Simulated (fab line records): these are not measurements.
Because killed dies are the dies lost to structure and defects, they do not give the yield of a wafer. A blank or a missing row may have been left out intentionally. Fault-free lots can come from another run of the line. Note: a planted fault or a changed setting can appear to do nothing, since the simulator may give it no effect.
The tool behind it: which one? | flow n5Finfet | 10 lots with 30 wafers sampled at 5 steps, on a route of 1938 steps

## WHAT THE GAUGES SHOWED, per wafer
N5_BEOL_M4_RC_MEAS_101. Usual: CJ_P 5.81, standard deviation 0.16; DIBL_N 35.8 mV/V, standard deviation 1.8; DIBL_P 35.6 mV/V, standard deviation 2; IOFF_N 0.148 nA/um, standard deviation 0.028; IOFF_P 0.20 nA/um, standard deviation 0.034; ION_N 672 uA/um, standard deviation 12; ION_P 462 uA/um, standard deviation 8.5; REXT_P 100.4 ohm.um, standard deviation 2.1; SS_N 71.2 mV/dec, standard deviation 0.65; SS_P 73.1 mV/dec, standard deviation 0.67; VT_N 251 mV, standard deviation 3.3; VT_P -251 mV, standard deviation 3.8.
lot  | measured     | on        | CJ_P           | DIBL_N (mV/V)  | DIBL_P (mV/V)  | IOFF_N (nA/um)    | IOFF_P (nA/um) | ION_N (uA/um) | ION_P (uA/um) | REXT_P (ohm.um)   | SS_N (mV/dec)  | SS_P (mV/dec)  | VT_N (mV)   | VT_P (mV)      | flag
L168 | day 7 15:10  | prober-02 | 5.89 5.66 5.65 | 34.6 32.9 34.0 | 35.2 34.3 36.4 | 0.150 0.119 0.145 | 0.16 0.15 0.17 | 674 660 677   | 449 454 459   | 99.5 97.4 97.4    | 71.1 70.7 71.5 | 72.6 72.5 73.4 | 252 253 251 | -258 -257 -255 | 
L171 | day 9 00:37  | prober-01 | 5.86 5.53 5.78 | 36.3 36.9 38.3 | 34.1 34.5 36.7 | 0.138 0.141 0.175 | 0.20 0.21 0.24 | 662 675 677   | 464 469 468   | 102.3 103.1 102.5 | 71.5 70.9 71.1 | 73.2 73.8 73.7 | 253 253 247 | -248 -248 -248 | 
L172 | day 9 07:14  | prober-01 | 5.89 5.81 5.82 | 36.3 35.4 36.7 | 37.7 38.2 37.9 | 0.161 0.152 0.165 | 0.19 0.20 0.19 | 686 674 671   | 464 463 461   | 99.1 100.9 99.9   | 71.5 71.5 71.0 | 72.9 72.6 73.1 | 250 252 250 | -256 -254 -256 | 
L173 | day 9 04:34  | prober-01 | 5.83 5.92 6.07 | 37.6 37.9 36.8 | 36.9 37.5 35.5 | 0.169 0.162 0.147 | 0.20 0.22 0.18 | 693 684 675   | 465 461 462   | 103.8 104.8 103.4 | 71.9 71.7 71.4 | 73.8 74.0 72.9 | 245 247 251 | -252 -249 -254 | 
L175 | day 9 10:25  | prober-01 | 3.90 5.65 6.06 | 38.1 37.8 37.9 | 35.2 36.6 36.3 | 0.191 0.178 0.174 | 0.20 0.26 0.23 | 692 686 685   | 436 475 468   | 108.3 101.1 100.7 | 71.9 71.9 71.4 | 72.6 73.2 73.2 | 247 247 248 | -250 -242 -246 | OFF
L176 | day 9 12:13  | prober-01 | 3.84 4.11 5.71 | 33.9 36.2 36.4 | 29.8 33.9 35.4 | 0.107 0.157 0.153 | 0.13 0.17 0.22 | 652 682 667   | 420 430 462   | 108.3 109.1 100.9 | 70.5 71.4 71.6 | 72.2 72.9 73.1 | 255 250 250 | -257 -253 -247 | OFF
L185 | day 12 00:12 | prober-02 | 5.81 6.01 5.82 | 38.4 32.6 36.1 | 39.2 32.9 37.3 | 0.153 0.076 0.117 | 0.18 0.12 0.16 | 669 626 662   | 448 430 449   | 97.9 97.1 96.8    | 71.5 70.0 70.3 | 74.0 71.7 73.5 | 255 266 259 | -254 -260 -257 | 
L186 | day 12 03:19 | prober-01 | 5.85 5.89 5.97 | 38.5 35.8 35.6 | 39.8 34.5 36.1 | 0.191 0.137 0.146 | 0.25 0.17 0.18 | 679 663 683   | 463 454 466   | 99.7 101.1 102.3  | 72.1 71.6 71.5 | 73.7 73.0 73.1 | 248 252 251 | -248 -252 -255 | 
L188 | day 12 19:14 | prober-02 | 6.00 6.04 6.05 | 36.4 39.3 37.4 | 33.2 36.0 35.8 | 0.145 0.208 0.170 | 0.16 0.19 0.20 | 671 659 685   | 454 443 459   | 101.7 103.4 103.1 | 71.8 72.7 71.3 | 73.0 73.9 73.8 | 253 249 249 | -257 -253 -250 | 
L190 | day 13 18:52 | prober-02 | 5.90 5.82 6.04 | 35.8 38.4 35.3 | 35.0 37.4 33.1 | 0.147 0.197 0.138 | 0.19 0.24 0.18 | 677 691 682   | 463 478 464   | 97.8 97.4 95.1    | 71.3 71.6 71.0 | 72.4 72.5 71.9 | 250 246 254 | -248 -247 -250 | 

## WHICH TOOL RAN EACH LOT (tool, then ch and the chambers of the sampled wafers, then the start)
lot  | N5_SD_EPI_P_SD_RECESS_17       | N5_BEOL_M4_SPUTTER_86       | N5_BEOL_M4_SPUTTER_88       | N5_BEOL_M4_SPUTTER_92
L168 | rieSi-01 ch 1,2, day 3 08:14   | pvdSputter-01, day 7 12:58  | pvdSputter-01, day 7 13:11  | pvdSputter-01, day 7 13:38
L171 | rieSi-06 ch 1,2, day 4 02:51   | pvdSputter-03, day 8 22:16  | pvdSputter-03, day 8 22:29  | pvdSputter-03, day 8 22:55
L172 | rieSi-01 ch 0,3, day 4 08:44   | pvdSputter-01, day 9 04:52  | pvdSputter-01, day 9 05:05  | pvdSputter-01, day 9 05:31
L173 | rieSi-01 ch 0,3, day 4 15:13   | pvdSputter-02, day 9 01:46  | pvdSputter-02, day 9 01:59  | pvdSputter-02, day 9 02:25
L175 | rieSi-01 ch 0,2,3, day 5 02:31 | pvdSputter-01, day 9 07:38  | pvdSputter-01, day 9 07:51  | pvdSputter-01, day 9 08:17
L176 | rieSi-01 ch 0,1,3, day 5 06:33 | pvdSputter-02, day 9 09:50  | pvdSputter-02, day 9 10:04  | pvdSputter-02, day 9 10:30
L185 | rieSi-02 ch 0,2, day 7 12:42   | pvdSputter-02, day 11 21:53 | pvdSputter-02, day 11 22:06 | pvdSputter-02, day 11 22:32
L186 | rieSi-06 ch 0,1,2, day 7 21:12 | pvdSputter-02, day 12 01:05 | pvdSputter-02, day 12 01:19 | pvdSputter-02, day 12 01:45
L188 | rieSi-01 ch 0,1,3, day 8 09:34 | pvdSputter-03, day 12 16:40 | pvdSputter-03, day 12 16:53 | pvdSputter-03, day 12 17:20
L190 | rieSi-02 ch 2,3, day 8 20:22   | pvdSputter-01, day 13 16:40 | pvdSputter-01, day 13 16:53 | pvdSputter-01, day 13 17:20
- N5_SD_EPI_P_SD_RECESS_17: chemistry HBr/Cl2/O2, target depth 39.1 nm, bt time 3 s.
- N5_BEOL_M4_SPUTTER_86: material Cu, target thk 4.5 nm, time 8.29 s.
- N5_BEOL_M4_SPUTTER_88: material Cu, target thk 4.5 nm, time 8.29 s.
- N5_BEOL_M4_SPUTTER_92: material Cu, target thk 4.5 nm, time 8.29 s.

## AS READ BY THE TOOLS THEMSELVES (means over the sampled wafers that have a number; for cases with no such wafer, the mark the record gives instead)
N5_SD_EPI_P_SD_RECESS_17. Usual: drypumpMotorCurrentA 5.81 A, standard deviation 0.25; oesProductAu 0.997 a.u., standard deviation 0.015; rfFwdPowerW 795.3 W, standard deviation 2.7; throttleValvePct 37.2 %, standard deviation 0.34.
lot  | tool     | drypumpMotorCurrentA (A) | oesProductAu (a.u.) | rfFwdPowerW (W) | throttleValvePct (%) | flag
L168 | rieSi-01 | 5.77                     | 1.000               | 796.4           | 37.0                 | 
L171 | rieSi-06 | 5.91                     | 0.994               | 795.9           | 37.3                 | 
L172 | rieSi-01 | 5.80                     | 0.999               | 798.7           | 37.6                 | 
L173 | rieSi-01 | 5.83                     | 0.998               | 798.8           | 37.6                 | 
L175 | rieSi-01 | 5.66                     | 0.998               | 795.4           | 37.3                 | 
L176 | rieSi-01 | 5.90                     | 1.006               | 794.8           | 37.4                 | 
L185 | rieSi-02 | 5.45                     | 0.990               | 796.0           | 37.3                 | 
L186 | rieSi-06 | 5.94                     | 1.006               | 796.0           | 37.5                 | 
L188 | rieSi-01 | 5.90                     | 1.000               | 797.6           | 37.4                 | 
L190 | rieSi-02 | 5.84                     | 0.976               | 795.0           | 37.2                 | 

N5_BEOL_M4_SPUTTER_86. Usual: throttleValvePct 30.3 %, standard deviation 1.1.
lot  | tool          | throttleValvePct (%) | flag
L168 | pvdSputter-01 | 31.2                 | 
L171 | pvdSputter-03 | 29.6                 | 
L172 | pvdSputter-01 | 30.7                 | 
L173 | pvdSputter-02 | 30.6                 | 
L175 | pvdSputter-01 | 30.6                 | 
L176 | pvdSputter-02 | 30.4                 | 
L185 | pvdSputter-02 | 30.5                 | 
L186 | pvdSputter-02 | 30.3                 | 
L188 | pvdSputter-03 | 29.1                 | 
L190 | pvdSputter-01 | 30.6                 | 

N5_BEOL_M4_SPUTTER_88. Usual: throttleValvePct 30.3 %, standard deviation 1.1.
lot  | tool          | throttleValvePct (%) | flag
L168 | pvdSputter-01 | 31.3                 | 
L171 | pvdSputter-03 | 29.8                 | 
L172 | pvdSputter-01 | 30.9                 | 
L173 | pvdSputter-02 | 30.7                 | 
L175 | pvdSputter-01 | 30.7                 | 
L176 | pvdSputter-02 | 30.2                 | 
L185 | pvdSputter-02 | 30.5                 | 
L186 | pvdSputter-02 | 30.2                 | 
L188 | pvdSputter-03 | 28.8                 | 
L190 | pvdSputter-01 | 30.6                 | 

N5_BEOL_M4_SPUTTER_92. Usual: throttleValvePct 30.3 %, standard deviation 1.1.
lot  | tool          | throttleValvePct (%) | flag
L168 | pvdSputter-01 | 31.2                 | 
L171 | pvdSputter-03 | 29.4                 | 
L172 | pvdSputter-01 | 30.7                 | 
L173 | pvdSputter-02 | 30.8                 | 
L175 | pvdSputter-01 | 30.7                 | 
L176 | pvdSputter-02 | 30.3                 | 
L185 | pvdSputter-02 | 30.3                 | 
L186 | pvdSputter-02 | 30.2                 | 
L188 | pvdSputter-03 | 28.8                 | 
L190 | pvdSputter-01 | 30.7                 | 

## THE ANSWER, worked out from the rows above alone
Rule: a lot is off if the mean of its wafers that have a number lies more than 3 standard deviations from the usual mean. A lot without any number at a reading at which 4 lots or more have one is off too. The other lots that the step has rows for count as sound. After the gauges, taken in route order, come the tools' own readings; for these a lot's mean is taken, as printed above. The first step at which some lot is off is used, and at that step the reading that is off furthest; a lot without a number counts as furthest.
Off: L175, L176, at N5_BEOL_M4_RC_MEAS_101 (CJ_P).
A tool fits if, at a process step before that reading, it ran every lot that is off, and no sound lot after the first of them. Gauges at N5_BEOL_M4_RC_MEAS_101: tried the same way as those tools. Not one of the candidates tried fits.

## WHAT THE SIMULATOR PUT IN
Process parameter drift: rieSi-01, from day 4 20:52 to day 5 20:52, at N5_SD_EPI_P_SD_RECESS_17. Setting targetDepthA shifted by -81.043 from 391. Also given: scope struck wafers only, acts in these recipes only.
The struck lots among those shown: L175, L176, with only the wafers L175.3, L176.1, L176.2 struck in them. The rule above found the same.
